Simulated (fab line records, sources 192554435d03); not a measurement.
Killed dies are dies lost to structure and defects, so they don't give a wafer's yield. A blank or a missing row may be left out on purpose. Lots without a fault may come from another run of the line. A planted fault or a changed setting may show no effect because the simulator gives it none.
Problem report in the 8D (eight disciplines) form, filled by code | flow n5_finfet | the parts of the form that need people (team, actions taken, sign-off) are left out

1. THE PROBLEM
spin_speed_rpm at N5_BEOL_M1_COAT_73 reads a mean of 1447.2 rpm on 6 wafers of 2 lots; wafers without a fault read 1500.0 rpm with a standard deviation of 1.1. That is -48 standard deviations from the usual mean.
The step: time 60 s, resist thk 5 nm.
First seen on wafer L819.1, day 9 17:57, on litho_track-04. The record holds 30 wafers of 10 lots with a number at this step. Rule for "out", or "out of limits": more than 4 standard deviations from the usual mean. The other wafers with a number count as sound.

2. WHAT IT IS AND WHAT IT IS NOT
question                    | is                     | is not
which readings at this step | spin_speed_rpm         | dispense_pressure_kPa
which lots                  | L819, L823             | L805, L806, L807, L808, L811, L812, L825, L828
which wafers of those lots  | all that have a number | -
read on which tools         | litho_track-04         | litho_track-01, litho_track-02
when                        | from day 9 17:57       | up to then (18 sound wafers); but 6 sound wafers of L825, L828 came after

3. SUSPECTS, AND WHAT RULES EACH OUT
Counting: a tool at a process step up to the reading stays a suspect if it ran every lot that is out and no sound lot after the first of them.
- litho_track-04 at N5_BEOL_M1_COAT_73 (time 60 s, resist thk 5 nm): kept. It ran every lot that is out, first L819 (day 9 17:57), and no sound lot after that; its last sound lot up to then is L812 (day 7 17:52). Its own readings are out on those wafers: spin_speed_rpm.
Left after counting: litho_track-04 at N5_BEOL_M1_COAT_73.

4. THE CAUSE (what the simulator had put in)
Process parameter drift: litho_track-04, from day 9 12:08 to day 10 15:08, at N5_BEOL_M1_COAT_73. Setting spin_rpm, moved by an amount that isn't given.
Counting left only this tool.

5. THE CHAIN OF EFFECTS, in route order
Each row: a reading whose mean over the struck wafers that have a number lies more than 3 standard deviations from the usual. Only readings for which the record gives a usual standard deviation are gone through. hours: the time from each lot's start at the first step in this table that gives one to its start at this step, as a median over the lots. sigmas: the change in usual standard deviations.
hours | step               | reading        | usual      | on struck wafers | change | sigmas
0     | N5_BEOL_M1_COAT_73 | spin_speed_rpm | 1500.0 rpm | 1447.2           | -52.8  | -48
The process steps in it:
- N5_BEOL_M1_COAT_73: time 60 s, resist thk 5 nm.
Later measuring or inspecting steps at which every struck wafer that the step has a row for has a number for every such reading, and none has moved that far: N5_BEOL_M1_INSPECT_13, N5_BEOL_M4_RC_MEAS_101.

6. WHAT WOULD HAVE CAUGHT IT SOONER
In this record the first reading out of limits was taken at day 9 17:57, 6 hours after the fault began at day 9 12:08.
